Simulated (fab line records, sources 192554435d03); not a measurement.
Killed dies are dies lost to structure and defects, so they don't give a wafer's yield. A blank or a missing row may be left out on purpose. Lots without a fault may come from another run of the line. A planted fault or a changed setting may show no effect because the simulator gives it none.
One fault seen from 3 desks | flow n5_finfet | each desk has only its own numbers; what lay behind them comes last

THE METROLOGY DESK
What the gauges read, lot by lot, whatever tool the lot ran on: means of the sampled wafers that have a number. A lot is out of limits, marked OUT, if its mean lies more than 4 standard deviations from the usual mean; the brackets give that distance.
Columns: A = cd_nm at N5_STI_FIN_REVEAL_CD_MEAS_22, usual 6.29 nm; B = trench_depth_nm at N5_STI_FIN_REVEAL_FIN_H_MEAS_10, usual 51.9 nm
lot  | first seen here | A    | B
L851 | day 3 18:41     | 6.54 | 52.0
L853 | day 4 07:14     | 6.04 | 51.5
L861 | day 6 06:50     | 6.22 | 51.6
L864 | day 7 09:31     | 6.60 | 52.3
L868 | day 8 06:47     | 6.08 | 51.4
L869 | day 8 09:17     | 6.21 | 51.5
This desk's finding: nothing out of limits on any of the 6 lots.

THE DEFECT DESK
What the inspections along the route counted, lot by lot: means of the sampled wafers that have a number. A lot is out of limits, marked OUT, if its mean lies more than 4 standard deviations from the usual mean; the brackets give that distance.
Columns: A = raw_defect_count at N5_STI_FIN_REVEAL_INSPECT_13, usual 11
lot  | first seen here | A
L851 | day 3 18:48     | 9
L853 | day 4 07:23     | 14
L861 | day 6 07:03     | 16
L864 | day 7 09:38     | 7
L868 | day 8 06:54     | 10
L869 | day 8 09:24     | 15
This desk's finding: nothing out of limits on any of the 6 lots.

THE TOOL OWNER'S DESK: ald_sin-03
The tool's own readings at N5_DUMMY_GATE_ALD_02 (deposits SiO2, target thk 2 nm, pulse time 1 s): means of the sampled wafers that have a number, for each lot that ran on this tool. A lot is out of limits, marked OUT, if its mean lies more than 4 standard deviations from the usual mean; the brackets give that distance.
Columns: A = chamber_pressure_Torr at N5_DUMMY_GATE_ALD_02, usual 1.999 Torr; B = heater_power_w at N5_DUMMY_GATE_ALD_02, usual 462 W; C = precursor_pulse_height_rel at N5_DUMMY_GATE_ALD_02, usual 0.997; D = susceptor_temp_C at N5_DUMMY_GATE_ALD_02, usual 300.03 C
lot  | first seen here | A     | B   | C     | D
L851 | day 3 18:54     | 2.000 | 525 | 0.984 | 300.02
L861 | day 6 07:08     | 1.999 | 516 | 1.013 | 300.17
L864 | day 7 09:44     | 2.003 | 525 | 0.982 | 299.93
This desk's finding: nothing out of limits on any of the 3 lots.

PUT TOGETHER
The metrology desk saw nothing out of limits.
The defect desk saw nothing out of limits.
The tool owner's desk saw nothing out of limits.

WHAT THE SIMULATOR HAD PUT IN
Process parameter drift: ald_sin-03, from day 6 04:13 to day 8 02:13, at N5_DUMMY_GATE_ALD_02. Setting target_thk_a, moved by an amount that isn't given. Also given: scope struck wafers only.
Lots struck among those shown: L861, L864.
